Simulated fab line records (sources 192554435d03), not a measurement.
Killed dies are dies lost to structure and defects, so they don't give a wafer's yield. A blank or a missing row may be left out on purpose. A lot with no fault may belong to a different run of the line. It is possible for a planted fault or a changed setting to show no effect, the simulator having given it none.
A lot that was struck, set against a sound lot -- flow n5-finfet -- 19 steps out of a route of 1938
Sound: these wafers, L910.1, L910.2, L910.4. Struck: wafers L907.2, L907.3, L907.5. The cause is named last.
At each step with rows: each side's tool, then ch and its chambers, then its first start. Under that, the readings that differ: sound wafers -- struck wafers -- difference of the means -- sigmas: that difference in standard deviations of wafers without a fault.
alike: same words and numbers on both sides, and readings whose means sit less than 2 such deviations apart. not compared: any withheld reading, any reading some wafer has no value for, any bound like >300 that may hide the same value, and any number with overlapping values for which the record gives no deviation.
Wherever a step has rows on one side only, a row that says differs or no value, or a row with sigmas, the two part there. Non-overlapping numbers with no deviation appear without sigmas and do not part them. Lack of a reading on every wafer of one side parts them only where that side has two or more wafers.

first, 7 steps without rows for these wafers: N5_BEOL_M14_COAT_04 (resist thk 800 nm); N5_BEOL_M14_EBR_06; N5_BEOL_M14_SOFTBAKE_05 (time 60 s); N5_BEOL_M14_EXPOSE_07 (exposes mask V13); N5_BEOL_M14_PEB_08 (peb time 90 s); N5_BEOL_M14_DEVELOP_09 (develop time 45 s); N5_BEOL_M14_HARDBAKE_14 (time 120 s).
N5_BEOL_M14_CD_MEAS_10: the cd target is 250 nm.
  sound on cd-sem-02 ch 0, day 16 07:20; struck on cd-sem-02 ch 0, day 15 07:40
  alike: cd-nm
N5_BEOL_M14_OVL_MEAS_11:
  sound on overlay-02 ch 0, day 16 07:22; struck on overlay-01 ch 0, day 15 07:42
  alike: V13_OVL
N5_BEOL_M14_INSPECT_12: inspects for defects (macro).
  sound on defect-inspect-01 at day 16 07:23; struck on defect-inspect-01 at day 15 07:44
  alike: raw-defect-count
N5_BEOL_M14_DESCUM_15: chemistry O2, time 7.9 s.
  sound on rie-diel-06 ch 1,2, day 16 07:31; struck on rie-diel-06 ch 1,3, day 15 07:46
  alike: drypump-motor-current-A, o2-flow-sccm, oes-product-au, rf-vpp-V, showerhead-plenum-p-Torr, throttle-valve-pct
  not compared: rf-hours-counter-h
N5_BEOL_M14_ETCH_59: etches BARC in N2/H2, target depth 89 nm, overetch 26.7 nm, time 67.9 s.
  sound on rie-diel-06 ch 1,2, day 16 07:32; struck on rie-diel-06 ch 1,3, day 15 07:48
  alike: bias-w, chamber-pressure-mTorr, drypump-motor-current-A, oes-product-au, rf-vpp-V, showerhead-plenum-p-Torr, throttle-valve-pct
  not compared: rf-hours-counter-h
N5_BEOL_M14_VIA_ETCH_16: etches SiO2 in C4F8/O2/Ar, target depth 1231.3 nm.
  sound on rie-diel-06 ch 1,2, day 16 07:35; struck on rie-diel-06 ch 1,3, day 15 07:51
  no value came back on the struck wafers for any of 9 readings (C4F8_flow_sccm (sccm), O2_flow_sccm (sccm) and others); on the sound wafers C4F8_flow_sccm (sccm) reads 16.00 15.94 16.07
reading,sound,struck,difference,sigmas
model.coat_of_BEOL_M14_COAT_04.thk-nm (nm),457.4 453 454.6,717 718 718.4,+263,
N5_BEOL_M14_STRIP_63: strips in O2.
  sound: rie-diel-06 ch 1,2; struck: rie-diel-06 ch 1,3
  alike: drypump-motor-current-A, o2-flow-sccm, oes-product-au, rf-vpp-V, showerhead-plenum-p-Torr, throttle-valve-pct
  not compared: rf-hours-counter-h
N5_BEOL_M14_STRIP_64: strips in O2.
  sound: rie-diel-06 ch 1,2; struck: rie-diel-06 ch 1,3
  alike: drypump-motor-current-A, o2-flow-sccm, oes-product-au, rf-vpp-V, showerhead-plenum-p-Torr, throttle-valve-pct
  not compared: rf-hours-counter-h
then, 2 steps without rows for these wafers: N5_BEOL_M14_STRIP_71 (strips in post etch residue remover, time 60 s); N5_BEOL_M14_SRD_72 (time 30 s, dry time 30 s).
N5_BEOL_M14_CD_MEAS_17: the cd target is 250 nm.
  sound on cd-sem-03 at day 16 07:56; struck on cd-sem-03 at day 15 08:14
reading,sound,struck,difference,sigmas
cd-nm (nm),250.2 250.2 248.3,- - -,no value on the struck wafers,
then, 1 step without rows for these wafers: N5_BEOL_M14_COAT_65 (time 60 s, resist thk 450 nm).

== WHERE THEY PART ==
Earliest at N5_BEOL_M14_VIA_ETCH_16; latest, in this record, at N5_BEOL_M14_CD_MEAS_17.

WHY: the cause the simulator had injected
Entire step skipped (rie-diel-06, N5_BEOL_M14_VIA_ETCH_16), from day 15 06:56 onward. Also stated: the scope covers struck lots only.
